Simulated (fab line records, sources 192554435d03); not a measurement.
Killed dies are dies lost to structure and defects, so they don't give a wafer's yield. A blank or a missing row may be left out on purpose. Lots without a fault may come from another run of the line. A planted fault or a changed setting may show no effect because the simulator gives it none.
Which tool did it? | flow n5_finfet | 10 lots, 30 wafers sampled, at 5 steps of a route of 1938

WHAT THE GAUGES READ, wafer by wafer
N5_BEOL_M3_CD_MEAS_35: target cd 18 nm, target cd y 21 nm.
lot  | measured     | on        | cd_nm (nm)
L524 | day 7 06:35  | cd_sem-01 | 18.1 18.4 18.5
L535 | day 10 13:44 | cd_sem-01 | 17.7 17.9 18.0
L536 | day 10 22:22 | cd_sem-02 | 18.0 18.5 18.7
L540 | day 11 20:49 | cd_sem-03 | 17.6 18.0 17.7
L539 | day 11 22:34 | cd_sem-01 | 18.2 17.8 17.6
L542 | day 12 01:56 | cd_sem-02 | 18.2 18.1 17.8
L543 | day 12 12:36 | cd_sem-01 | 18.5 17.9 18.2
L544 | day 12 15:54 | cd_sem-01 | 17.7 18.3 17.8
L546 | day 13 11:14 | cd_sem-01 | 17.5 17.5 17.7
L545 | day 13 12:45 | cd_sem-02 | 17.3 18.2 18.4

N5_BEOL_M4_RC_MEAS_101.
lot  | measured     | on        | DIBL_N (mV/V)  | DIBL_P (mV/V)  | IOFF_N (nA/um)    | IOFF_P (nA/um) | ION_N (uA/um) | ION_P (uA/um) | SS_N (mV/dec)  | SS_P (mV/dec)  | VT_N (mV)   | VT_P (mV)
L524 | day 7 23:23  | prober-01 | 34.9 36.3 36.6 | 32.7 35.0 35.8 | 0.118 0.145 0.162 | 0.16 0.19 0.22 | 658 676 675   | 451 466 467   | 71.1 71.4 71.1 | 71.6 73.5 73.3 | 255 252 247 | -254 -251 -248
L535 | day 11 09:23 | prober-02 | 34.1 35.6 34.4 | 33.3 35.7 35.0 | 0.110 0.138 0.121 | 0.15 0.17 0.17 | 647 674 664   | 447 459 455   | 71.5 71.9 70.9 | 72.4 73.0 73.3 | 252 251 253 | -255 -252 -253
L536 | day 11 17:49 | prober-02 | 35.3 34.6 37.0 | 37.5 36.7 39.5 | 0.143 0.137 0.182 | 0.23 0.21 0.26 | 660 670 686   | 466 467 472   | 70.9 71.1 72.6 | 73.9 72.3 73.8 | 253 250 250 | -247 -250 -247
L540 | day 12 13:26 | prober-01 | 33.5 34.4 33.5 | 33.6 34.1 32.7 | 0.129 0.130 0.115 | 0.17 0.18 0.17 | 672 676 656   | 457 465 456   | 70.5 70.6 70.9 | 72.7 72.7 72.2 | 254 253 255 | -252 -252 -252
L539 | day 12 14:29 | prober-02 | 35.2 38.9 35.8 | 33.6 39.2 35.5 | 0.151 0.229 0.163 | 0.21 0.31 0.24 | 688 695 678   | 470 476 470   | 71.8 71.9 72.0 | 73.0 74.0 73.4 | 250 244 248 | -247 -245 -246
L542 | day 12 20:47 | prober-02 | 35.8 33.0 35.1 | 36.4 32.9 35.1 | 0.151 0.107 0.144 | 0.23 0.17 0.21 | 665 649 672   | 460 454 461   | 71.4 70.8 71.1 | 72.8 72.0 73.1 | 251 252 252 | -247 -252 -250
L543 | day 13 10:53 | prober-01 | 34.1 38.7 34.6 | 35.2 39.7 37.3 | 0.132 0.234 0.162 | 0.18 0.26 0.22 | 647 708 687   | 459 469 470   | 71.3 72.9 72.3 | 73.8 74.2 73.6 | 253 244 246 | -253 -247 -254
L544 | day 13 18:34 | prober-01 | 37.7 36.0 35.0 | 38.0 36.1 33.9 | 0.210 0.178 0.142 | 0.29 0.24 0.20 | 692 681 678   | 477 473 467   | 72.4 71.2 71.7 | 73.5 73.3 72.5 | 247 246 250 | -245 -248 -250
L546 | day 14 02:34 | prober-01 | 34.7 35.3 34.8 | 35.1 36.0 35.4 | 0.136 0.142 0.128 | 0.19 0.21 0.20 | 671 664 660   | 457 459 456   | 70.9 71.9 71.4 | 72.2 73.1 72.6 | 252 252 254 | -252 -251 -253
L545 | day 14 02:12 | prober-02 | 38.5 35.4 36.8 | 38.6 35.1 37.2 | 0.170 0.135 0.166 | 0.23 0.19 0.22 | 670 671 679   | 464 456 461   | 72.0 71.2 71.5 | 73.9 72.6 73.7 | 251 250 250 | -251 -253 -249

WHICH TOOL RAN EACH LOT (tool, then ch and the chambers of the sampled wafers, then the start)
lot  | N5_BEOL_M3_SPUTTER_79        | N5_BEOL_M3_SPUTTER_81        | N5_BEOL_M3_SPUTTER_88
L524 | pvd_sputter-02, day 7 08:16  | pvd_sputter-02, day 7 08:29  | pvd_sputter-02, day 7 08:56
L535 | pvd_sputter-01, day 10 17:53 | pvd_sputter-01, day 10 18:08 | pvd_sputter-01, day 10 18:38
L536 | pvd_sputter-03, day 11 00:17 | pvd_sputter-03, day 11 00:30 | pvd_sputter-03, day 11 00:56
L540 | pvd_sputter-01, day 11 22:20 | pvd_sputter-01, day 11 22:34 | pvd_sputter-01, day 11 23:00
L539 | pvd_sputter-03, day 11 23:37 | pvd_sputter-03, day 11 23:50 | pvd_sputter-03, day 12 00:17
L542 | pvd_sputter-02, day 12 02:59 | pvd_sputter-02, day 12 03:13 | pvd_sputter-02, day 12 03:39
L543 | pvd_sputter-01, day 12 13:50 | pvd_sputter-01, day 12 14:03 | pvd_sputter-01, day 12 14:29
L544 | pvd_sputter-03, day 12 17:06 | pvd_sputter-03, day 12 17:19 | pvd_sputter-03, day 12 17:46
L546 | pvd_sputter-01, day 13 12:34 | pvd_sputter-01, day 13 12:47 | pvd_sputter-01, day 13 13:14
L545 | pvd_sputter-01, day 13 14:27 | pvd_sputter-01, day 13 14:40 | pvd_sputter-01, day 13 15:07
- N5_BEOL_M3_SPUTTER_79: material Cu, target thk 4.5 nm, time 8.29 s.
- N5_BEOL_M3_SPUTTER_81: material Cu, target thk 4.5 nm, time 8.29 s.
- N5_BEOL_M3_SPUTTER_88: material Cu, target thk 4.5 nm, time 8.29 s.

WHAT THE TOOLS THEMSELVES READ (means of the sampled wafers that have a number; where no wafer has one, the mark that the record gives instead)
N5_BEOL_M3_SPUTTER_79.
lot  | tool           | chamber_pressure_pa (Pa) | chuck_gas_flow_sccm (sccm) | substrate_temp_c (C) | throttle_valve_pct (%)
L524 | pvd_sputter-02 | 0.06999                  | 1.27                       | -20.03               | 29.8
L535 | pvd_sputter-01 | 0.06992                  | 1.25                       | -19.96               | 30.0
L536 | pvd_sputter-03 | 0.07009                  | 1.22                       | -20.02               | 29.1
L540 | pvd_sputter-01 | 0.06999                  | 1.23                       | -20.06               | 30.7
L539 | pvd_sputter-03 | 0.07008                  | 1.22                       | -20.02               | 29.0
L542 | pvd_sputter-02 | 0.07013                  | 1.24                       | -19.98               | 29.9
L543 | pvd_sputter-01 | 0.07008                  | 1.21                       | -19.82               | 29.6
L544 | pvd_sputter-03 | 0.06989                  | 1.24                       | -20.00               | 29.5
L546 | pvd_sputter-01 | 0.07001                  | 1.19                       | -19.96               | 30.6
L545 | pvd_sputter-01 | 0.06986                  | 1.23                       | -19.87               | 30.3

N5_BEOL_M3_SPUTTER_81.
lot  | tool           | chamber_pressure_pa (Pa) | chuck_gas_flow_sccm (sccm) | substrate_temp_c (C) | throttle_valve_pct (%)
L524 | pvd_sputter-02 | 0.06991                  | 1.24                       | -19.95               | 29.7
L535 | pvd_sputter-01 | -                        | -                          | -                    | -
L536 | pvd_sputter-03 | -                        | -                          | -                    | -
L540 | pvd_sputter-01 | 0.06990                  | 1.16                       | -20.01               | 30.8
L539 | pvd_sputter-03 | 0.07005                  | 1.26                       | -19.97               | 28.9
L542 | pvd_sputter-02 | 0.06992                  | 1.23                       | -20.00               | 29.9
L543 | pvd_sputter-01 | 0.07010                  | 1.25                       | -19.98               | 29.6
L544 | pvd_sputter-03 | 0.07005                  | 1.25                       | -19.99               | 29.4
L546 | pvd_sputter-01 | 0.07004                  | 1.28                       | -20.10               | 30.6
L545 | pvd_sputter-01 | 0.06990                  | 1.24                       | -20.09               | 30.4

N5_BEOL_M3_SPUTTER_88.
lot  | tool           | chamber_pressure_pa (Pa) | chuck_gas_flow_sccm (sccm) | substrate_temp_c (C) | throttle_valve_pct (%)
L524 | pvd_sputter-02 | 0.06997                  | 1.22                       | -19.96               | 29.9
L535 | pvd_sputter-01 | 0.06999                  | 1.24                       | -19.88               | 29.9
L536 | pvd_sputter-03 | 0.06982                  | 1.27                       | -20.11               | 29.2
L540 | pvd_sputter-01 | 0.06995                  | 1.25                       | -19.96               | 30.6
L539 | pvd_sputter-03 | 0.07003                  | 1.23                       | -19.96               | 29.0
L542 | pvd_sputter-02 | 0.06999                  | 1.23                       | -20.04               | 29.8
L543 | pvd_sputter-01 | 0.07009                  | 1.22                       | -19.97               | 29.6
L544 | pvd_sputter-03 | 0.07006                  | 1.27                       | -19.92               | 29.4
L546 | pvd_sputter-01 | 0.07000                  | 1.29                       | -20.07               | 30.6
L545 | pvd_sputter-01 | 0.07004                  | 1.27                       | -20.03               | 30.2

THE ANSWER, worked out from the rows above alone
Rule: what is usual is taken from the lots themselves. Put in order of their means at a reading, lots are off if they are a third of the lots or fewer, leave a main group of 4 or more, and stand apart from it by a gap of 3 or more times the standard deviation of the main group's means; of several such gaps the widest counts. A main group whose means are all the same, to the digits that the tables above print for the reading, isn't used. A lot without any number at a reading at which 4 lots or more have one is off too. The other lots that the step has rows for count as sound. The gauges are gone through in route order, then the tools' own readings, and for those a lot's mean is taken as printed above. The first step at which some lot is off is used, and at that step the reading that is off furthest; a lot without a number counts as furthest.
Off: L535, L536, at N5_BEOL_M3_SPUTTER_81 (chamber_pressure_pa). Without a number there: L535, L536. The main group: mean 0.06998 Pa, standard deviation 7.8e-05.
A tool fits if, at that step or a process step before it, it ran every lot that is off, and no sound lot after the first of them. None of those tried fits.

WHAT THE SIMULATOR HAD PUT IN
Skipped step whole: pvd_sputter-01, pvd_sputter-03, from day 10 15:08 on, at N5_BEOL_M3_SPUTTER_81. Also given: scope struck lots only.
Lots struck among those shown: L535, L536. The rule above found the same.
